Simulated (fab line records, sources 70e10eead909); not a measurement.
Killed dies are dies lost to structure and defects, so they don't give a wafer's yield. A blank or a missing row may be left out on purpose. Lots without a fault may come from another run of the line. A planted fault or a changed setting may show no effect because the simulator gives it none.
One fault seen from 2 desks | flow nand_harc | each desk has only its own numbers; what lay behind them comes last

THE METROLOGY DESK
What the gauges read, lot by lot, whatever tool the lot ran on: means of the sampled wafers that have a number. A lot is out of limits, marked OUT, if its mean lies more than 4 standard deviations from the usual mean; the brackets give that distance.
Columns: A = thk_nm at NHARC_THIN_TSV_THK_MEAS_02, usual 3033 nm
lot  | first seen here | A
L146 | day 23 06:07    | 3123
L147 | day 23 23:54    | 3201
L148 | day 24 05:52    | 2834
L149 | day 25 06:40    | 2849
L151 | day 26 07:24    | 3279
L153 | day 26 12:17    | 2907
L156 | day 27 15:41    | 2800
L155 | day 27 20:45    | 3257
L167 | day 32 10:50    | 3178
L169 | day 33 05:29    | 2997
This desk's finding: nothing out of limits on any of the 10 lots.

THE TOOL OWNER'S DESK: acl_dep-03
The tool's own readings at NHARC_A_SLIT_DEP_00 (deposits aC, target thk 6200 nm): means of the sampled wafers that have a number, for each lot that ran on this tool. A lot is out of limits, marked OUT, if its mean lies more than 4 standard deviations from the usual mean; the brackets give that distance.
Columns: A = throttle_valve_pct at NHARC_A_SLIT_DEP_00, usual 35.000 %
lot  | first seen here | A
L146 | day 19 05:46    | 35.006
L147 | day 19 17:43    | 35.003
L148 | day 20 05:34    | 34.995
L153 | day 22 15:09    | 35.005
L156 | day 23 11:37    | 35.006
L155 | day 23 15:57    | 34.997
L160 | day 25 04:31    | 34.999
L163 | day 25 20:11    | 35.004
This desk's finding: nothing out of limits on any of the 8 lots.

PUT TOGETHER
The metrology desk saw nothing out of limits.
The tool owner's desk saw nothing out of limits.

WHAT THE SIMULATOR HAD PUT IN
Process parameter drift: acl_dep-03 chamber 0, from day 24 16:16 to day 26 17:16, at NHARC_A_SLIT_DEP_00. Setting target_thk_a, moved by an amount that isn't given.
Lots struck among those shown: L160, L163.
